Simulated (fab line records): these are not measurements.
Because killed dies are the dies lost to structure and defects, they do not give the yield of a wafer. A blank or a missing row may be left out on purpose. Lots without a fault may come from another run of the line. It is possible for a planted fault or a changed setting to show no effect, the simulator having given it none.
Matching of chambers | flow n5 finfet | rie si-04 running N5_PMOS_HMC_CHANNEL_EPI_ETCH_38: 4 sister chambers
The step etches SiO2 in CF4, target depth 1.5 nm. 20 wafers are shown with their chamber, then 10 later ones without.

== WAFERS, EACH WITH ITS CHAMBER ==
wafer  | chamber | throttle valve pct (%) | drypump motor current A (A) | oes product au (a.u.)
L078.3 | 1       | 21.73                  | 4.9                         | 0.976
L078.5 | 1       | 21.74                  | 4.9                         | 0.971
L078.6 | 2       | 21.92                  | 5.4                         | 0.988
L081.1 | 0       | 22.22                  | 5.7                         | 0.985
L081.3 | 3       | 21.85                  | 5.7                         | 0.981
L081.5 | 0       | 22.22                  | 5.7                         | 0.977
L084.2 | 1       | 21.73                  | 4.8                         | 0.973
L084.3 | 3       | 21.84                  | 5.7                         | 0.984
L084.6 | 0       | 22.22                  | 5.8                         | 0.986
L087.1 | 2       | 21.92                  | 5.4                         | 0.987
L087.3 | 3       | 21.84                  | 5.7                         | 1.003
L087.5 | 1       | 21.74                  | 4.9                         | 0.986
L089.1 | 0       | 22.21                  | 5.7                         | 0.997
L089.2 | 3       | 21.85                  | 5.7                         | 0.990
L089.5 | 1       | 21.74                  | 4.9                         | 0.970
L091.2 | 1       | 21.73                  | 4.9                         | 0.969
L091.4 | 2       | 21.92                  | 5.4                         | 0.998
L091.5 | 0       | 22.22                  | 5.7                         | 0.990
L092.2 | 1       | 21.72                  | 4.9                         | 0.967
L092.3 | 0       | 22.22                  | 5.8                         | 0.987

SIGNATURES (means of the wafers above)
reading                 | chamber 0 | chamber 1 | chamber 2 | chamber 3 | scatter within a chamber
throttle valve pct      | 22.2183   | 21.7329   | 21.9200   | 21.8450   | 0.00573
drypump motor current A | 5.733     | 4.886     | 5.400     | 5.700     | 0.037
oes product au          | 0.98700   | 0.97314   | 0.99100   | 0.98950   | 0.00714
Rule: a wafer lies at a distance from a chamber equal to the root of the sum of squares, over the readings, of (its reading less the chamber's mean, divided by the reading's scatter). The wafer belongs to the nearest chamber; if the next one is less than 2 further off, it can't be placed. The scatter: take each reading less its chamber's mean, square it, sum over the shown wafers, divide by the number of wafers less the number of chambers, and take the root.

== WAFERS WITHOUT THEIR CHAMBER ==
wafer  | throttle valve pct (%) | drypump motor current A (A) | oes product au (a.u.)
L092.5 | 21.72                  | 4.9                         | 0.976
L093.1 | 21.76                  | 4.9                         | 0.970
L093.3 | 21.93                  | 5.4                         | 0.990
L093.6 | 22.22                  | 5.8                         | 0.974
L094.2 | 21.75                  | 4.9                         | 0.972
L094.3 | 22.23                  | 5.7                         | 0.988
L094.5 | 21.74                  | 4.9                         | 0.973
L095.3 | 21.86                  | 5.7                         | 0.992
L095.4 | 21.74                  | 4.9                         | 0.968
L095.5 | 21.94                  | 5.4                         | 0.995

== EACH ONE'S CHAMBER ==
wafer  | from the rows above | in truth
L092.5 | 1                   | 1
L093.1 | 1                   | 1
L093.3 | 2                   | 2
L093.6 | 0                   | 0
L094.2 | 1                   | 1
L094.3 | 0                   | 0
L094.5 | 1                   | 1
L095.3 | 3                   | 3
L095.4 | 1                   | 1
L095.5 | 2                   | 2
10 of 10 placed correctly. Can't be placed from these rows: 0. Number placed wrongly: 0.
